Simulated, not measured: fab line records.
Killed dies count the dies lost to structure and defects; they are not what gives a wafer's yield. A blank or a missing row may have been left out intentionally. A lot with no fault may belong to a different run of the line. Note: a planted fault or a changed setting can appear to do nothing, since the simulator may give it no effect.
The tool behind it: which one?	flow nandHarc	36 wafers from 12 lots sampled at 4 of the route's 1159 steps

## WHAT EACH GAUGE READ, for each wafer
The record lacks any reading of a measuring or inspecting step that a usual standard deviation could be used to judge.

## WHICH TOOL RAN EACH LOT (tool, then ch and the chambers of the sampled wafers, then the start)
lot	NHARC_A_STAIRCASE_TRIM_235	NHARC_A_STAIRCASE_ETCH_452	NHARC_A_STAIRCASE_DEP_301	NHARC_A_STAIRCASE_ETCH_315
L708	rieDiel-05 ch 0,1,2, day 11 13:08 or earlier	rieDiel-07 ch 1,2, day 11 13:08 or earlier	pecvd-03 ch 0,1, day 11 13:08	rieDiel-07 ch 0,1,3, no start
L710	rieDiel-13 ch 0,1,2, day 12 05:05 or earlier	rieDiel-05 ch 0,1,2, day 12 05:05 or earlier	pecvd-04 ch 0,1,2, day 12 05:05	rieDiel-13 ch 1,2,3, no start
L712	rieDiel-07 ch 0,2,3, day 12 13:00 or earlier	rieDiel-07 ch 0,2,3, day 12 13:00 or earlier	pecvd-04 ch 0,1, day 12 13:00	rieDiel-05 ch 1,2, no start
L711	rieDiel-13 ch 0,1,2, day 12 14:12 or earlier	rieDiel-13 ch 1,3, day 12 14:12 or earlier	pecvd-04 ch 0,1,2, day 12 14:12	rieDiel-07 ch 1,3, no start
L713	rieDiel-13 ch 1,2,3, day 12 21:42 or earlier	rieDiel-07 ch 0,2,3, day 12 21:42 or earlier	pecvd-04 ch 0,2, day 12 21:42	rieDiel-07 ch 0,2,3, no start
L718	rieDiel-05 ch 1,2,3, day 13 23:36 or earlier	rieDiel-13 ch 0,1, day 13 23:36 or earlier	pecvd-04 ch 1,2, day 13 23:36	rieDiel-07 ch 0,1,3, no start
L717	rieDiel-07 ch 0,1,2, day 14 05:29 or earlier	rieDiel-13 ch 1,2, day 14 05:29 or earlier	pecvd-03 ch 0,2, day 14 05:29	rieDiel-05 ch 1,2, no start
L719	rieDiel-07 ch 0,2,3, day 15 13:52 or earlier	rieDiel-13 ch 1,2,3, day 15 13:52 or earlier	pecvd-03 ch 0,1,2, day 15 13:52	rieDiel-13 ch 0,2,3, no start
L724	rieDiel-05 ch 2,3, day 15 19:46 or earlier	rieDiel-13 ch 0,1, day 15 19:46 or earlier	pecvd-03 ch 0,2, day 15 19:46	rieDiel-07 ch 1,3, no start
L726	rieDiel-07 ch 0,1,2, day 16 05:38 or earlier	rieDiel-07 ch 1,3, day 16 05:38 or earlier	pecvd-04 ch 0,1,2, day 16 05:38	rieDiel-13 ch 0,2, no start
L727	rieDiel-05 ch 0,1,2, day 16 07:04 or earlier	rieDiel-05 ch 0,2,3, day 16 07:04 or earlier	pecvd-04 ch 0,1,2, day 16 07:04	rieDiel-13 ch 0,1,3, no start
L728	rieDiel-13 ch 0,1, day 16 15:35 or earlier	rieDiel-05 ch 0,1,3, day 16 15:35 or earlier	pecvd-04 ch 0,1, day 16 15:35	rieDiel-13 ch 1,3, no start
- NHARC_A_STAIRCASE_TRIM_235: chemistry O2, time 211.2 s.
- NHARC_A_STAIRCASE_ETCH_452: etches the open film in CF4/O2, target depth 30 nm, overetch 3 nm, time 16.5 s.
- NHARC_A_STAIRCASE_DEP_301: deposits SiON, target thk 30 nm.
- NHARC_A_STAIRCASE_ETCH_315: etches the open film in C4F8/O2/Ar, target depth 2500 nm, time 607.1 s.

## WHAT THE TOOLS THEMSELVES READ (means of the sampled wafers that have a number; where no wafer has one, the mark that the record gives instead)
NHARC_A_STAIRCASE_TRIM_235. Usual: drypumpMotorCurrentA 5.7 A, standard deviation 0.57; oesProductAu 0.995 a.u., standard deviation 0.01; rfVppV 57.9 V, standard deviation 0.86; showerheadPlenumPTorr 3.58 Torr, standard deviation 0.16; throttleValvePct 17.036 %, standard deviation 0.0089.
lot	tool	drypumpMotorCurrentA (A)	oesProductAu (a.u.)	rfVppV (V)	showerheadPlenumPTorr (Torr)	throttleValvePct (%)	flag
L708	rieDiel-05	5.9	0.991	57.9	3.63	17.036	
L710	rieDiel-13	6.0	1.006	57.3	3.46	17.041	
L712	rieDiel-07	5.6	1.001	58.4	3.62	17.036	
L711	rieDiel-13	6.0	1.001	57.6	3.45	17.042	
L713	rieDiel-13	5.7	1.002	57.7	3.53	17.035	
L718	rieDiel-05	6.0	0.996	58.6	3.61	17.028	
L717	rieDiel-07	5.5	1.002	58.0	3.62	17.042	
L719	rieDiel-07	5.6	0.997	57.2	3.60	17.041	
L724	rieDiel-05	6.3	0.999	58.1	3.49	17.032	
L726	rieDiel-07	5.5	0.995	58.6	3.61	17.040	
L727	rieDiel-05	6.0	0.994	58.3	3.61	17.037	
L728	rieDiel-13	6.1	0.998	57.7	3.48	17.034	

NHARC_A_STAIRCASE_ETCH_452. Usual: biasW 99.97 W, standard deviation 0.3; drypumpMotorCurrentA 5.7 A, standard deviation 0.59; oesProductAu 0.995 a.u., standard deviation 0.011; rfVppV 198.4 V, standard deviation 1.5; showerheadPlenumPTorr 1.36 Torr, standard deviation 0.061; throttleValvePct 13.397 %, standard deviation 0.0097.
lot	tool	biasW (W)	drypumpMotorCurrentA (A)	oesProductAu (a.u.)	rfVppV (V)	showerheadPlenumPTorr (Torr)	throttleValvePct (%)	flag
L708	rieDiel-07	99.95	5.5	0.996	198.7	1.35	13.401	
L710	rieDiel-05	100.20	5.9	0.994	199.0	1.38	13.391	
L712	rieDiel-07	99.99	5.6	1.000	198.5	1.37	13.402	
L711	rieDiel-13	99.55	5.4	1.009	197.5	1.30	13.399	
L713	rieDiel-07	100.21	5.6	0.995	198.0	1.37	13.399	
L718	rieDiel-13	100.08	6.1	0.997	197.0	1.32	13.394	
L717	rieDiel-13	100.08	5.9	1.004	198.2	1.37	13.396	
L719	rieDiel-13	99.71	5.7	0.997	197.4	1.33	13.389	
L724	rieDiel-13	99.95	6.2	0.998	198.8	1.38	13.414	
L726	rieDiel-07	100.03	5.0	0.997	198.6	1.34	13.388	
L727	rieDiel-05	99.76	6.3	1.005	197.7	1.32	13.401	
L728	rieDiel-05	100.03	6.0	0.988	197.3	1.35	13.401	

NHARC_A_STAIRCASE_DEP_301. Usual: heaterPowerW 783 W, standard deviation 120; rfFwdPowerW 348.5 W, standard deviation 1.1.
lot	tool	heaterPowerW (W)	rfFwdPowerW (W)	flag
L708	pecvd-03	693	348.9	
L710	pecvd-04	859	348.1	
L712	pecvd-04	1000	348.3	
L711	pecvd-04	846	349.2	
L713	pecvd-04	734	347.5	
L718	pecvd-04	847	347.9	
L717	pecvd-03	790	349.0	
L719	pecvd-03	741	301.7	OFF
L724	pecvd-03	728	302.0	OFF
L726	pecvd-04	840	348.6	
L727	pecvd-04	869	347.5	
L728	pecvd-04	837	349.1	

NHARC_A_STAIRCASE_ETCH_315. Usual: biasW 3001 W, standard deviation 9.6; oesProductAu 0.926 a.u., standard deviation 0.011; rfVppV 1831 V, standard deviation 13.
lot	tool	biasW (W)	oesProductAu (a.u.)	rfVppV (V)	flag
L708	rieDiel-07	3003	0.926	1837	
L710	rieDiel-13	3003	0.938	1827	
L712	rieDiel-05	3002	0.921	1841	
L711	rieDiel-07	3009	0.924	1831	
L713	rieDiel-07	3004	0.927	1833	
L718	rieDiel-07	3008	0.916	1835	
L717	rieDiel-05	3004	0.923	1841	
L719	rieDiel-13	2995	0.926	1838	
L724	rieDiel-07	2995	0.921	1829	
L726	rieDiel-13	3005	0.911	1845	
L727	rieDiel-13	3004	0.927	1826	
L728	rieDiel-13	2996	0.932	1815	

## THE ANSWER, worked out from the rows above alone
Rule: lot off if the mean of its wafers having a number is beyond 3 standard deviations from the usual mean. Also off: a lot with no number at a reading for which 4 or more lots have one. Where the step has rows for the other lots, those lots are counted as sound. First the gauges in route order, then the tools' own readings, where a lot's mean is used as printed above. At the first step where some lot is off, the reading lying furthest off is the one used; lots without a number count as furthest.
Off: L719, L724 (NHARC_A_STAIRCASE_DEP_301, rfFwdPowerW).
If a tool, at that step or one of the process steps before it, ran each lot that is off and ran no sound lot following the first of them, it fits. NHARC_A_STAIRCASE_TRIM_235: start missing for some lots; hours and lot order therefore follow NHARC_A_STAIRCASE_DEP_301. NHARC_A_STAIRCASE_ETCH_452: start missing for some lots; hours and lot order therefore follow NHARC_A_STAIRCASE_DEP_301. This does not decide it: 2 tools fit, namely rieDiel-13 at NHARC_A_STAIRCASE_ETCH_452 and pecvd-03 at NHARC_A_STAIRCASE_DEP_301.

## WHAT WAS PUT IN BY THE SIMULATOR
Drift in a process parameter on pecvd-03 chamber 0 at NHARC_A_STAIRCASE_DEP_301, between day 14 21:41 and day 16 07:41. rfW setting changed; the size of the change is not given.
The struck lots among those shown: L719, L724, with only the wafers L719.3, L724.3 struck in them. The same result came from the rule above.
